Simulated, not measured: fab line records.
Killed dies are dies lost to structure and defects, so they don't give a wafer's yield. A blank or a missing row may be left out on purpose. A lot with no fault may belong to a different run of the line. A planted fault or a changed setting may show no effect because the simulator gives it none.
Which of the tools did it? || flow n5-finfet || 24 lots with 72 wafers sampled at 3 steps, on a route of 1938 steps

== WHAT THE GAUGES READ, wafer by wafer ==
N5_BEOL_M1_CD_MEAS_28: target cd y 23.3 nm. Usual: 24.03 nm for cd-nm, sd 0.25.
{"lot": "L075", "measured": "day 6 01:55", "on": "cd-sem-03", "cd-nm (nm)": "24.31 23.94 24.15", "flag": ""}
{"lot": "L074", "measured": "day 6 04:58", "on": "cd-sem-01", "cd-nm (nm)": "23.87 23.93 23.91", "flag": ""}
{"lot": "L076", "measured": "day 6 12:09", "on": "cd-sem-02", "cd-nm (nm)": "24.62 24.24 24.22", "flag": ""}
{"lot": "L077", "measured": "day 6 18:20", "on": "cd-sem-02", "cd-nm (nm)": "23.98 23.99 23.76", "flag": ""}
{"lot": "L078", "measured": "day 7 04:38", "on": "cd-sem-01", "cd-nm (nm)": "23.57 23.96 24.27", "flag": ""}
{"lot": "L079", "measured": "day 7 07:22", "on": "cd-sem-02", "cd-nm (nm)": "24.50 24.21 23.82", "flag": ""}
{"lot": "L080", "measured": "day 7 11:02", "on": "cd-sem-01", "cd-nm (nm)": "23.71 23.94 23.64", "flag": ""}
{"lot": "L081", "measured": "day 7 16:50", "on": "cd-sem-01", "cd-nm (nm)": "24.12 23.90 24.02", "flag": ""}
{"lot": "L082", "measured": "day 8 00:59", "on": "cd-sem-02", "cd-nm (nm)": "24.30 24.58 24.30", "flag": ""}
{"lot": "L083", "measured": "day 8 07:39", "on": "cd-sem-03", "cd-nm (nm)": "23.86 24.23 23.76", "flag": ""}
{"lot": "L084", "measured": "day 8 18:40", "on": "cd-sem-01", "cd-nm (nm)": "24.02 23.78 23.96", "flag": ""}
{"lot": "L085", "measured": "day 9 08:11", "on": "cd-sem-02", "cd-nm (nm)": "24.36 24.44 24.11", "flag": ""}
{"lot": "L086", "measured": "day 9 15:13", "on": "cd-sem-03", "cd-nm (nm)": "24.03 24.04 23.73", "flag": ""}
{"lot": "L087", "measured": "day 10 07:51", "on": "cd-sem-01", "cd-nm (nm)": "24.04 23.75 24.13", "flag": ""}
{"lot": "L088", "measured": "day 10 13:07", "on": "cd-sem-01", "cd-nm (nm)": "24.08 23.91 23.96", "flag": ""}
{"lot": "L089", "measured": "day 10 14:23", "on": "cd-sem-02", "cd-nm (nm)": "24.04 24.37 23.82", "flag": ""}
{"lot": "L091", "measured": "day 10 15:19", "on": "cd-sem-01", "cd-nm (nm)": "23.92 24.00 23.60", "flag": ""}
{"lot": "L090", "measured": "day 10 16:46", "on": "cd-sem-03", "cd-nm (nm)": "23.82 23.81 24.01", "flag": ""}
{"lot": "L092", "measured": "day 10 17:48", "on": "cd-sem-03", "cd-nm (nm)": "24.19 24.21 23.82", "flag": ""}
{"lot": "L093", "measured": "day 11 02:45", "on": "cd-sem-03", "cd-nm (nm)": "24.10 23.97 23.83", "flag": ""}
{"lot": "L094", "measured": "day 11 07:31", "on": "cd-sem-03", "cd-nm (nm)": "24.34 23.98 23.77", "flag": ""}
{"lot": "L095", "measured": "day 11 13:58", "on": "cd-sem-02", "cd-nm (nm)": "24.07 24.62 23.85", "flag": ""}
{"lot": "L096", "measured": "day 11 20:11", "on": "cd-sem-02", "cd-nm (nm)": "23.84 23.57 23.88", "flag": ""}
{"lot": "L097", "measured": "day 12 01:40", "on": "cd-sem-03", "cd-nm (nm)": "23.90 24.39 23.83", "flag": ""}

N5_BEOL_M1_INSPECT_30: inspects for defects (brightfield). Usual: 400 for raw-defect-count, sd 88.
{"lot": "L075", "measured": "day 6 02:00", "on": "defect-inspect-01", "raw-defect-count": "478 541 375", "flag": ""}
{"lot": "L074", "measured": "day 6 05:04", "on": "defect-inspect-02", "raw-defect-count": "324 529 379", "flag": ""}
{"lot": "L076", "measured": "day 6 12:14", "on": "defect-inspect-01", "raw-defect-count": "438 552 514", "flag": ""}
{"lot": "L077", "measured": "day 6 18:25", "on": "defect-inspect-01", "raw-defect-count": "288 351 373", "flag": ""}
{"lot": "L078", "measured": "day 7 04:43", "on": "defect-inspect-01", "raw-defect-count": "388 461 466", "flag": ""}
{"lot": "L079", "measured": "day 7 07:27", "on": "defect-inspect-02", "raw-defect-count": "415 464 392", "flag": ""}
{"lot": "L080", "measured": "day 7 11:07", "on": "defect-inspect-01", "raw-defect-count": "499 389 463", "flag": ""}
{"lot": "L081", "measured": "day 7 16:56", "on": "defect-inspect-01", "raw-defect-count": "571 366 519", "flag": ""}
{"lot": "L082", "measured": "day 8 01:04", "on": "defect-inspect-01", "raw-defect-count": "418 302 246", "flag": ""}
{"lot": "L083", "measured": "day 8 07:44", "on": "defect-inspect-01", "raw-defect-count": "316 274 360", "flag": ""}
{"lot": "L084", "measured": "day 8 18:44", "on": "defect-inspect-01", "raw-defect-count": "448 485 390", "flag": ""}
{"lot": "L085", "measured": "day 9 08:16", "on": "defect-inspect-01", "raw-defect-count": "380 301 336", "flag": ""}
{"lot": "L086", "measured": "day 9 15:19", "on": "defect-inspect-02", "raw-defect-count": "310 414 253", "flag": ""}
{"lot": "L087", "measured": "day 10 07:56", "on": "defect-inspect-02", "raw-defect-count": "513 472 538", "flag": ""}
{"lot": "L088", "measured": "day 10 13:13", "on": "defect-inspect-02", "raw-defect-count": "472 414 586", "flag": ""}
{"lot": "L089", "measured": "day 10 14:29", "on": "defect-inspect-02", "raw-defect-count": "578 470 332", "flag": ""}
{"lot": "L091", "measured": "day 10 15:24", "on": "defect-inspect-01", "raw-defect-count": "277 299 324", "flag": ""}
{"lot": "L090", "measured": "day 10 16:51", "on": "defect-inspect-02", "raw-defect-count": "417 290 506", "flag": ""}
{"lot": "L092", "measured": "day 10 17:53", "on": "defect-inspect-02", "raw-defect-count": "445 732 402", "flag": ""}
{"lot": "L093", "measured": "day 11 02:50", "on": "defect-inspect-01", "raw-defect-count": "379 394 367", "flag": ""}
{"lot": "L094", "measured": "day 11 07:37", "on": "defect-inspect-01", "raw-defect-count": "357 331 346", "flag": ""}
{"lot": "L095", "measured": "day 11 14:03", "on": "defect-inspect-02", "raw-defect-count": "386 351 344", "flag": ""}
{"lot": "L096", "measured": "day 11 20:16", "on": "defect-inspect-02", "raw-defect-count": "385 328 386", "flag": ""}
{"lot": "L097", "measured": "day 12 01:45", "on": "defect-inspect-01", "raw-defect-count": "267 301 238", "flag": ""}

== TOOL THAT RAN EACH LOT (tool first, then ch and the chambers of the sampled wafers, then the start) ==
{"lot": "L075", "N5_BEOL_M1_STRIP_19": "rie-diel-01 ch 0,3, day 6 01:24"}
{"lot": "L074", "N5_BEOL_M1_STRIP_19": "rie-diel-01 ch 1,2,3, day 6 04:35"}
{"lot": "L076", "N5_BEOL_M1_STRIP_19": "rie-diel-03 ch 0,3, day 6 11:38"}
{"lot": "L077", "N5_BEOL_M1_STRIP_19": "rie-diel-01 ch 0,1,2, day 6 17:49"}
{"lot": "L078", "N5_BEOL_M1_STRIP_19": "rie-diel-04 ch 1,2,3, day 7 04:14"}
{"lot": "L079", "N5_BEOL_M1_STRIP_19": "rie-diel-04 ch 0,3, day 7 06:55"}
{"lot": "L080", "N5_BEOL_M1_STRIP_19": "rie-diel-03 ch 1,3, day 7 10:31"}
{"lot": "L081", "N5_BEOL_M1_STRIP_19": "rie-diel-01 ch 1,3, day 7 16:17"}
{"lot": "L082", "N5_BEOL_M1_STRIP_19": "rie-diel-03 ch 1,2, day 8 00:35"}
{"lot": "L083", "N5_BEOL_M1_STRIP_19": "rie-diel-03 ch 2,3, day 8 07:08"}
{"lot": "L084", "N5_BEOL_M1_STRIP_19": "rie-diel-04 ch 0,3, day 8 18:08"}
{"lot": "L085", "N5_BEOL_M1_STRIP_19": "rie-diel-03 ch 0,1,3, day 9 07:40"}
{"lot": "L086", "N5_BEOL_M1_STRIP_19": "rie-diel-03 ch 0,2, day 9 14:42"}
{"lot": "L087", "N5_BEOL_M1_STRIP_19": "rie-diel-01 ch 0,2, day 10 07:20"}
{"lot": "L088", "N5_BEOL_M1_STRIP_19": "rie-diel-04 ch 0,1,2, day 10 12:44"}
{"lot": "L089", "N5_BEOL_M1_STRIP_19": "rie-diel-01 ch 0,2, day 10 13:57"}
{"lot": "L091", "N5_BEOL_M1_STRIP_19": "rie-diel-01 ch 0,1,2, day 10 14:55"}
{"lot": "L090", "N5_BEOL_M1_STRIP_19": "rie-diel-03 ch 0,2, day 10 15:44"}
{"lot": "L092", "N5_BEOL_M1_STRIP_19": "rie-diel-03 ch 0,2,3, day 10 17:26"}
{"lot": "L093", "N5_BEOL_M1_STRIP_19": "rie-diel-03 ch 1,3, day 11 02:22"}
{"lot": "L094", "N5_BEOL_M1_STRIP_19": "rie-diel-01 ch 0,1,3, day 11 06:58"}
{"lot": "L095", "N5_BEOL_M1_STRIP_19": "rie-diel-03 ch 1,2,3, day 11 13:34"}
{"lot": "L096", "N5_BEOL_M1_STRIP_19": "rie-diel-04 ch 1,3, day 11 19:44"}
{"lot": "L097", "N5_BEOL_M1_STRIP_19": "rie-diel-01 ch 0,2,3, day 12 01:09"}
- N5_BEOL_M1_STRIP_19: strips in O2.

== WHAT THE TOOLS THEMSELVES READ (means of the sampled wafers that have a number; where no wafer has one, the mark that the record gives instead) ==
N5_BEOL_M1_STRIP_19. Usual: drypump-motor-current-A 5.6 A, standard deviation 0.44; oes-product-au 0.77 a.u., standard deviation 0.097; rf-vpp-V 3.6 V, standard deviation 0.49; showerhead-plenum-p-Torr 2.07 Torr, standard deviation 0.063; throttle-valve-pct 16.55 %, standard deviation 0.25.
{"lot": "L075", "tool": "rie-diel-01", "drypump-motor-current-A (A)": 5.4, "oes-product-au (a.u.)": 0.74, "rf-vpp-V (V)": 3.8, "showerhead-plenum-p-Torr (Torr)": 2.14, "throttle-valve-pct (%)": 16.55, "flag": ""}
{"lot": "L074", "tool": "rie-diel-01", "drypump-motor-current-A (A)": 5.5, "oes-product-au (a.u.)": 0.81, "rf-vpp-V (V)": 3.7, "showerhead-plenum-p-Torr (Torr)": 2.08, "throttle-valve-pct (%)": 16.44, "flag": ""}
{"lot": "L076", "tool": "rie-diel-03", "drypump-motor-current-A (A)": 5.8, "oes-product-au (a.u.)": 0.69, "rf-vpp-V (V)": 3.9, "showerhead-plenum-p-Torr (Torr)": 2.07, "throttle-valve-pct (%)": 16.68, "flag": ""}
{"lot": "L077", "tool": "rie-diel-01", "drypump-motor-current-A (A)": 5.3, "oes-product-au (a.u.)": 0.77, "rf-vpp-V (V)": 3.5, "showerhead-plenum-p-Torr (Torr)": 2.05, "throttle-valve-pct (%)": 16.56, "flag": ""}
{"lot": "L078", "tool": "rie-diel-04", "drypump-motor-current-A (A)": 5.7, "oes-product-au (a.u.)": 0.79, "rf-vpp-V (V)": 3.3, "showerhead-plenum-p-Torr (Torr)": 2.02, "throttle-valve-pct (%)": 16.40, "flag": ""}
{"lot": "L079", "tool": "rie-diel-04", "drypump-motor-current-A (A)": 5.4, "oes-product-au (a.u.)": 0.70, "rf-vpp-V (V)": 4.2, "showerhead-plenum-p-Torr (Torr)": 2.01, "throttle-valve-pct (%)": 16.68, "flag": ""}
{"lot": "L080", "tool": "rie-diel-03", "drypump-motor-current-A (A)": 6.1, "oes-product-au (a.u.)": 0.69, "rf-vpp-V (V)": 3.1, "showerhead-plenum-p-Torr (Torr)": 2.13, "throttle-valve-pct (%)": 16.99, "flag": ""}
{"lot": "L081", "tool": "rie-diel-01", "drypump-motor-current-A (A)": 5.7, "oes-product-au (a.u.)": 0.80, "rf-vpp-V (V)": 3.4, "showerhead-plenum-p-Torr (Torr)": 2.13, "throttle-valve-pct (%)": 16.42, "flag": ""}
{"lot": "L082", "tool": "rie-diel-03", "drypump-motor-current-A (A)": 5.4, "oes-product-au (a.u.)": 0.88, "rf-vpp-V (V)": 3.5, "showerhead-plenum-p-Torr (Torr)": 2.14, "throttle-valve-pct (%)": 16.49, "flag": ""}
{"lot": "L083", "tool": "rie-diel-03", "drypump-motor-current-A (A)": 5.2, "oes-product-au (a.u.)": 0.87, "rf-vpp-V (V)": 3.6, "showerhead-plenum-p-Torr (Torr)": 2.11, "throttle-valve-pct (%)": 16.42, "flag": ""}
{"lot": "L084", "tool": "rie-diel-04", "drypump-motor-current-A (A)": 5.4, "oes-product-au (a.u.)": 0.69, "rf-vpp-V (V)": 3.4, "showerhead-plenum-p-Torr (Torr)": 2.01, "throttle-valve-pct (%)": 16.70, "flag": ""}
{"lot": "L085", "tool": "rie-diel-03", "drypump-motor-current-A (A)": 6.0, "oes-product-au (a.u.)": 0.67, "rf-vpp-V (V)": 3.8, "showerhead-plenum-p-Torr (Torr)": 2.09, "throttle-valve-pct (%)": 16.79, "flag": ""}
{"lot": "L086", "tool": "rie-diel-03", "drypump-motor-current-A (A)": 5.3, "oes-product-au (a.u.)": 0.85, "rf-vpp-V (V)": 3.9, "showerhead-plenum-p-Torr (Torr)": 2.09, "throttle-valve-pct (%)": 16.29, "flag": ""}
{"lot": "L087", "tool": "rie-diel-01", "drypump-motor-current-A (A)": 5.1, "oes-product-au (a.u.)": 0.81, "rf-vpp-V (V)": 3.6, "showerhead-plenum-p-Torr (Torr)": 2.03, "throttle-valve-pct (%)": 16.53, "flag": ""}
{"lot": "L088", "tool": "rie-diel-04", "drypump-motor-current-A (A)": 5.9, "oes-product-au (a.u.)": 0.77, "rf-vpp-V (V)": 3.5, "showerhead-plenum-p-Torr (Torr)": 2.04, "throttle-valve-pct (%)": 16.55, "flag": ""}
{"lot": "L089", "tool": "rie-diel-01", "drypump-motor-current-A (A)": 5.0, "oes-product-au (a.u.)": 0.86, "rf-vpp-V (V)": 3.3, "showerhead-plenum-p-Torr (Torr)": 2.05, "throttle-valve-pct (%)": 16.41, "flag": ""}
{"lot": "L091", "tool": "rie-diel-01", "drypump-motor-current-A (A)": 5.3, "oes-product-au (a.u.)": 0.83, "rf-vpp-V (V)": 3.6, "showerhead-plenum-p-Torr (Torr)": 2.04, "throttle-valve-pct (%)": 16.44, "flag": ""}
{"lot": "L090", "tool": "rie-diel-03", "drypump-motor-current-A (A)": 5.4, "oes-product-au (a.u.)": 0.83, "rf-vpp-V (V)": 3.8, "showerhead-plenum-p-Torr (Torr)": 2.09, "throttle-valve-pct (%)": 16.31, "flag": ""}
{"lot": "L092", "tool": "rie-diel-03", "drypump-motor-current-A (A)": 5.6, "oes-product-au (a.u.)": 0.75, "rf-vpp-V (V)": 3.5, "showerhead-plenum-p-Torr (Torr)": 2.07, "throttle-valve-pct (%)": 16.53, "flag": ""}
{"lot": "L093", "tool": "rie-diel-03", "drypump-motor-current-A (A)": 6.1, "oes-product-au (a.u.)": 0.85, "rf-vpp-V (V)": 3.9, "showerhead-plenum-p-Torr (Torr)": 2.12, "throttle-valve-pct (%)": 16.76, "flag": ""}
{"lot": "L094", "tool": "rie-diel-01", "drypump-motor-current-A (A)": 5.4, "oes-product-au (a.u.)": 0.82, "rf-vpp-V (V)": 3.7, "showerhead-plenum-p-Torr (Torr)": 2.09, "throttle-valve-pct (%)": 16.40, "flag": ""}
{"lot": "L095", "tool": "rie-diel-03", "drypump-motor-current-A (A)": 5.7, "oes-product-au (a.u.)": 0.82, "rf-vpp-V (V)": 3.8, "showerhead-plenum-p-Torr (Torr)": 2.11, "throttle-valve-pct (%)": 16.61, "flag": ""}
{"lot": "L096", "tool": "rie-diel-04", "drypump-motor-current-A (A)": 5.5, "oes-product-au (a.u.)": 0.72, "rf-vpp-V (V)": 3.4, "showerhead-plenum-p-Torr (Torr)": 1.94, "throttle-valve-pct (%)": 16.56, "flag": ""}
{"lot": "L097", "tool": "rie-diel-01", "drypump-motor-current-A (A)": 5.2, "oes-product-au (a.u.)": 0.79, "rf-vpp-V (V)": 3.5, "showerhead-plenum-p-Torr (Torr)": 2.08, "throttle-valve-pct (%)": 16.51, "flag": ""}

== THE ANSWER, worked out from the rows above alone ==
Rule: take the mean of a lot's wafers that have a number; if it is more than 3 standard deviations from the usual mean, the lot is off. A lot without any number at a reading at which 4 lots or more have one is off too. All remaining lots with rows at the step are treated as sound. After the gauges, taken in route order, come the tools' own readings; for these a lot's mean is taken, as printed above. At the first step where some lot is off, the reading lying furthest off is the one used; lots without a number count as furthest.
No lot is off at any reading shown: from this, nothing can be told.

== WHAT THE SIMULATOR PUT IN ==
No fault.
